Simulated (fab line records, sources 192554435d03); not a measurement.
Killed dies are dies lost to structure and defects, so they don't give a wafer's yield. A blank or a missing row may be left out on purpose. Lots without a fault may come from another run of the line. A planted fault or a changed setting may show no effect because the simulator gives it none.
fab line records | flow n5_finfet | part 2 of 2: steps 5 to 6 of 6
record lots=22 wafers=66 last_day=18
route steps=1938 shown MOL_CONTACT_COAG@580 BEOL_M0_SAQP@636
lots that met no fault: from a run of the same line without faults
start_h: hours from the record's first day to the start of the lot's first wafer shown | wait_h: hours since the lot's step before | " the same as in the row above | L1.1+2: a row that stands for several wafers | - no value, or no start given | * or withheld: withheld | < > ~ a bound
route shown NAME@n: a module of which the file shows steps, and the number in the route of the first | usual: mean/standard deviation of fault-free wafers | same: alike in all rows | chamber/n: place in a boat | sites: the reading at each site | _std_site: their standard deviation | _edge_site: outer sites' mean less inner sites' | radius_mm: how far each site lies from the wafer's centre | mask NAME#n: copy n | behind: the tool/chamber that last shaped the wafer | hold: why the lot was held/for how many hours/how that ended | device: the transistor (n, p or np) that didn't switch | end of line: the same wafers' tests at the end of the route | a step without rows: its recipe alone | killed: dies lost to structure and defects at the first sort, not the wafer's yield | map: a wafer's dies, x killed, . not, _ none there
set.NAME: the setting as run; set.NAME@STEP: as run at that earlier step | model.NAME: the simulator's own value behind a step, which no gauge read
steps of the route over a sample of lots; a table a step, a row a wafer
services: from which hour (start_h, from the record's first day; less than 0 if before it) a tool's chamber was out of use, for how many hours, and why
## steps
# step N5_MOL_CONTACT_COAG_ETCH_48
# recipe chemistry=C4F6/O2 target_depth_a=150 overetch_a=45 mask_material=SOC target=SiOC bias_w=465 pressure_mtorr=10 time_s=17 source_w=335 Ar_flow_sccm=300 C4F6_flow_sccm=10 O2_flow_sccm=10 ion_energy_ev=576
# usual drypump_motor_current_A=5.6/0.31 oes_product_au=0.70/0.075 rf_vpp_V=1590/39 showerhead_plenum_p_Torr=2.84/0.11 throttle_valve_pct=40.6/0.64
# columns lot.wafer tool chamber start_h wait_h drypump_motor_current_A oes_product_au rf_hours_counter_h rf_vpp_V showerhead_plenum_p_Torr throttle_valve_pct
L074.3 rie_diel-06 2 104.54 0.0 5.1 0.85 10 1629 2.89 40.7
L074.5 " 1 " " 6.0 0.75 - 1578 3.03 40.9
L074.6 " 3 " " 5.3 0.78 - 1664 2.81 41.4
L075.1 rie_diel-06 2 112.62 0.0 5.2 0.76 12 1629 2.88 40.7
L075.3 " 0 " " 5.7 0.62 143 1524 2.71 41.3
L075.5 " 1 " " 5.9 0.76 - 1577 3.03 40.9
L076.2 rie_diel-02 1 113.44 0.0 5.6 0.61 255 1537 2.69 40.7
L076.4 " 3 " " 6.1 0.62 - 1585 2.80 39.3
L076.5 " 1 " " 5.6 0.60 - 1537 2.69 40.7
L077.1 rie_diel-01 1 127.01 0.0 5.5 0.60 240 1589 2.88 40.6
L077.4 " 0 " " 5.7 0.79 36 1586 2.78 40.6
L077.5 " 1 " " 5.5 0.58 - 1590 2.88 40.6
L078.4 rie_diel-02 0 128.47 0.0 6.0 0.71 - 1624 2.87 40.3
L078.5 " 2 " " 5.3 0.78 - 1578 2.76 39.8
L078.6 " 3 " " 6.1 0.57 - 1584 2.80 39.3
L079.4 rie_diel-06 2 134.53 0.0 5.1 0.76 19 1630 2.88 40.7
L079.5 " 0 " " 5.7 0.65 - 1525 2.71 41.3
L079.6 " 1 " " 6.0 0.74 - 1576 3.03 40.9
L080.2 rie_diel-06 3 139.62 0.0 5.3 0.80 54 1663 2.81 41.4
L080.3 " 2 " " 5.1 0.79 21 1630 2.88 40.7
L080.6 " 1 " " 6.0 0.78 - 1577 3.03 41.0
L081.2 rie_diel-01 3 145.95 0.0 5.5 0.60 239 1568 2.69 40.2
L081.3 " 2 " " 5.8 0.65 116 1556 2.77 41.2
L081.5 " 2 " " 5.8 0.69 - 1554 2.77 41.2
L082.2 rie_diel-06 0 149.09 0.0 5.7 0.61 154 1526 2.70 41.3
L082.3 " 3 " " 5.3 0.67 57 1662 2.80 41.4
L082.4 " 2 " " 5.1 0.80 24 1628 2.88 40.7
L083.2 rie_diel-01 0 156.60 0.0 5.7 0.74 44 1586 2.78 40.6
L083.4 " 0 " " 5.7 0.76 - 1586 2.78 40.6
L083.6 " 2 " " 5.9 0.70 - 1556 2.77 41.2
L084.1 rie_diel-06 2 162.37 0.0 5.1 0.76 29 1628 2.88 40.8
L084.2 " 3 " " 5.3 0.70 62 1662 2.80 41.4
L084.3 " 1 " " 6.0 0.73 46 1578 3.02 40.9
L087.1 rie_diel-06 3 181.55 0.0 5.3 0.69 67 1663 2.80 41.4
L087.2 " 2 " " 5.1 0.69 35 1629 2.87 40.7
L087.3 " 0 " " 5.7 0.61 163 1525 2.70 41.3
L088.2 rie_diel-02 1 185.52 0.0 5.5 0.85 18 1563 3.02 40.1
L088.3 " 2 " " 5.4 0.76 27 1576 2.75 39.8
L088.6 " 2 " " 5.4 0.81 - 1577 2.75 39.8
L089.1 rie_diel-02 0 195.52 0.0 6.0 0.66 79 1625 2.86 40.3
L089.2 " 1 " " 5.5 0.73 22 1562 3.02 40.0
L089.5 " 2 " " 5.4 0.69 - 1577 2.74 39.8
L090.3 rie_diel-02 2 198.79 0.0 5.4 0.75 32 1577 2.74 39.8
L090.5 " 1 " " 5.6 0.76 - 1562 3.02 40.0
L090.6 " 2 " " 5.4 0.74 - 1577 2.74 39.8
L091.1 rie_diel-06 2 208.17 0.0 5.2 0.71 42 1627 2.87 40.7
L091.3 " 1 " " 6.0 0.70 59 1576 3.02 41.0
L091.5 " 2 " " 5.2 0.69 - 1628 2.87 40.7
L092.3 rie_diel-02 1 212.68 0.0 5.6 0.74 29 1563 3.02 40.0
L092.4 " 3 " " 6.1 0.58 198 1583 2.79 39.3
L092.5 " 0 " " 6.0 0.69 - 1623 2.86 40.3
L093.1 rie_diel-06 1 216.94 0.0 5.9 0.71 62 1575 3.02 41.0
L093.3 " 2 " " 5.1 0.72 45 1629 2.87 40.8
L093.4 " 3 " " 5.2 0.69 78 1663 2.80 41.4
L094.1 rie_diel-02 2 226.92 0.0 5.3 0.67 41 1577 2.74 39.8
L094.4 " 3 " " 6.1 0.59 202 1582 2.78 39.3
L094.5 " 1 " " 5.6 0.74 - 1561 3.01 40.1
L095.2 rie_diel-06 2 228.72 0.0 5.1 0.70 50 1627 2.87 40.8
L095.5 " 3 " " 5.3 0.74 - 1661 2.79 41.4
L095.6 " 0 " " 5.7 0.65 - 1524 2.69 41.4
L097.3 rie_diel-06 2 238.35 0.0 5.2 0.76 53 1627 2.87 40.8
L097.5 " 0 " " 5.7 0.58 - 1523 2.69 41.4
L097.6 " 3 " " 5.3 0.72 - 1661 2.79 41.4
L096.2 rie_diel-02 2 238.64 0.0 5.4 0.70 42 1578 2.74 39.8
L096.3 " 1 " " 5.6 0.69 38 1561 3.01 40.0
L096.5 " 0 " " 6.0 0.65 - 1624 2.85 40.3
# step N5_BEOL_M0_SAQP_PECVD_96
# recipe material=a-Si target_thk_a=450 temp_c=350 precursor=SiH4/He pressure_torr=3 rf_w=100 time_s=45.2
# usual heater_power_w=638/84 showerhead_plenum_p_Torr=5.66/0.037 throttle_valve_pct=18.0/0.97
# columns lot.wafer tool chamber start_h wait_h heater_power_w showerhead_plenum_p_Torr throttle_valve_pct
L074.3 pecvd-03 2 113.86 0.0 614 5.67 19.6
L074.5 " 1 " " 677 5.75 19.0
L074.6 " 0 " " 469 5.64 17.9
L075.1 pecvd-02 0 118.51 0.0 703 5.66 17.8
L075.3 " 2 " " 494 5.67 16.8
L075.5 " 0 " " 697 5.67 18.0
L076.2 pecvd-04 0 121.00 0.0 590 5.72 18.9
L076.4 " 0 " " 578 5.70 18.8
L076.5 " 1 " " 756 5.60 16.4
L077.1 pecvd-02 2 132.78 0.0 552 5.65 17.0
L077.4 " 2 " " 557 5.67 16.9
L077.5 " 1 " " 689 5.63 18.8
L078.4 pecvd-02 0 136.22 0.0 705 5.66 18.2
L078.5 " 1 " " 674 5.63 19.1
L078.6 " 2 " " 537 5.66 17.0
L079.4 pecvd-04 2 139.79 0.0 740 5.66 18.3
L079.5 " 0 " " 555 5.71 18.7
L079.6 " 1 " " 707 5.58 16.3
L080.2 pecvd-03 0 144.58 0.0 507 5.66 18.0
L080.3 " 1 " " 643 5.74 18.8
L080.6 " 2 " " 638 5.64 19.7
L081.2 pecvd-02 2 152.75 0.0 556 5.66 17.0
L081.3 " 0 " " 696 5.67 18.3
L081.5 " 0 " " 679 5.65 18.1
L082.2 pecvd-04 0 154.11 0.0 600 5.73 18.8
L082.3 " 1 " " 735 5.61 16.5
L082.4 " 1 " " 717 5.60 16.4
L083.2 pecvd-02 2 161.90 0.0 548 5.67 17.0
L083.4 " 0 " " 687 5.66 18.1
L083.6 " 1 " " 671 5.64 19.0
L084.1 pecvd-04 0 167.96 0.0 607 5.72 18.9
L084.2 " 2 " " 751 5.67 18.3
L084.3 " 1 " " 747 5.60 16.5
L087.1 pecvd-02 0 187.14 0.0 705 5.67 18.3
L087.2 " 1 " " 622 5.65 19.1
L087.3 " 2 " " 505 5.67 17.0
L088.2 pecvd-03 1 190.18 0.0 687 5.76 18.6
L088.3 " 2 " " 622 5.65 19.7
L088.6 " 1 " " 674 5.72 18.7
L089.1 pecvd-04 2 202.16 0.0 706 5.66 18.3
L089.2 " 1 " " 756 5.61 16.5
L089.5 " 0 " " 607 5.69 19.0
L090.3 pecvd-02 2 205.29 0.0 509 5.67 17.1
L090.5 " 2 " " 505 5.66 17.1
L090.6 " 1 " " 681 5.64 18.8
L091.1 pecvd-02 1 214.22 0.0 614 5.63 19.1
L091.3 " 2 " " 524 5.67 17.1
L091.5 " 0 " " 706 5.67 18.3
L092.3 pecvd-02 0 218.62 0.0 703 5.66 18.2
L092.4 " 0 " " 705 5.66 18.1
L092.5 " 1 " " 634 5.62 18.9
L093.1 pecvd-03 1 222.86 0.0 661 5.75 18.7
L093.3 " 1 " " 664 5.75 18.7
L093.4 " 0 " " 518 5.66 18.3
L094.1 pecvd-04 1 232.39 0.0 752 5.60 16.3
L094.4 " 1 " " 779 5.59 16.4
L094.5 " 2 " " 708 5.68 18.4
L095.2 pecvd-04 1 235.97 0.0 711 5.60 16.0
L095.5 " 2 " " 747 5.68 18.5
L095.6 " 0 " " 602 5.72 18.8
L097.3 pecvd-02 2 243.41 0.0 552 5.66 17.1
L097.5 " 1 " " 689 5.63 19.0
L097.6 " 2 " " 529 5.67 17.1
L096.2 pecvd-02 0 246.10 0.0 638 5.66 18.5
L096.3 " 0 " " 636 5.65 18.2
L096.5 " 2 " " 517 5.66 16.9
## services
# columns tool chamber start_h hours kind
ald_sin-03 - 85.25 14.0 pm
rie_diel-02 2 91.30 - clean
rie_diel-02 2 91.30 - consumable_replace:focus_ring
rie_diel-02 2 91.30 27.5 scheduled_down
rie_diel-02 2 91.30 27.5 vent_cycle
pecvd-04 - 91.54 14.6 pm
rie_diel-06 0 99.42 8.1 repair
pecvd-02 0 102.82 13.4 repair
rie_diel-02 1 118.99 - clean
rie_diel-02 1 118.99 - consumable_replace:focus_ring
pecvd-03 - 120.21 1.9 repair
pecvd-03 - 134.93 2.8 pm
ald_sin-03 0 138.71 6.0 repair
rie_diel-06 - 140.11 2.3 repair
rie_diel-01 0 144.40 8.7 repair
ald_sin-01 - 177.90 14.0 pm
pecvd-03 - 181.97 1.2 repair
ald_sin-02 0 193.05 3.4 repair
pecvd-03 0 195.99 6.7 repair
pecvd-02 0 203.08 10.7 repair
pecvd-02 - 221.51 0.5 repair
rie_diel-02 2 227.14 8.3 repair
ald_sin-01 3 240.58 5.0 repair
pecvd-04 - 242.81 2.6 repair
